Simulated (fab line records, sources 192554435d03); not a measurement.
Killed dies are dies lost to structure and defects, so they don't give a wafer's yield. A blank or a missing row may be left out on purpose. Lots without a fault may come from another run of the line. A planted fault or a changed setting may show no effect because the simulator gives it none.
Chamber matching | flow n5_finfet | N5_BEOL_M3_CO_CAP_55 on cvd_co-02: 3 sister chambers
The step material Co, precursor CCTBA/H2, target thk 2 nm, time 102.1 s. 18 wafers are shown with their chamber, then 9 later ones without.

WAFERS WITH THEIR CHAMBER
wafer  | chamber | heater_power_w (W)
L076.1 | 0       | 238
L076.3 | 0       | 234
L076.5 | 0       | 236
L077.1 | 2       | 207
L077.2 | 0       | 240
L077.3 | 0       | 229
L083.2 | 2       | 209
L083.5 | 1       | 248
L083.6 | 0       | 240
L084.1 | 1       | 249
L084.3 | 2       | 214
L084.5 | 1       | 254
L086.2 | 1       | 254
L086.4 | 1       | 249
L086.5 | 0       | 239
L091.2 | 1       | 263
L091.5 | 0       | 241
L091.6 | 2       | 212

SIGNATURES (means of the wafers above)
reading        | chamber 0 | chamber 1 | chamber 2 | scatter within a chamber
heater_power_w | 237.12    | 252.83    | 210.50    | 4.48
Rule: a wafer's distance from a chamber is the root of the sum, over the readings, of the square of ((its reading less the chamber's mean) divided by the reading's scatter). The wafer belongs to the nearest chamber; if the next one is less than 2 further off, it can't be placed. The scatter: the root of (the sum of the squares of (reading less its chamber's mean) over the shown wafers, divided by (wafers less chambers)).

WAFERS WITHOUT THEIR CHAMBER
wafer  | heater_power_w (W)
L090.2 | 251
L090.4 | 255
L090.5 | 240
L092.4 | 214
L092.5 | 221
L092.6 | 244
L095.1 | 213
L095.3 | 214
L095.4 | 237

WHICH CHAMBER EACH WENT THROUGH
wafer  | from the rows above     | in truth
L090.2 | 1                       | 1
L090.4 | 1                       | 1
L090.5 | 0                       | 0
L092.4 | 2                       | 2
L092.5 | can't be placed: 2 or 0 | 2
L092.6 | can't be placed: 0 or 1 | 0
L095.1 | 2                       | 2
L095.3 | 2                       | 2
L095.4 | 0                       | 0
Placed correctly: 7 of 9. Can't be placed from these rows: 2 (the true chamber is among the candidates in 2). Placed wrongly: 0.
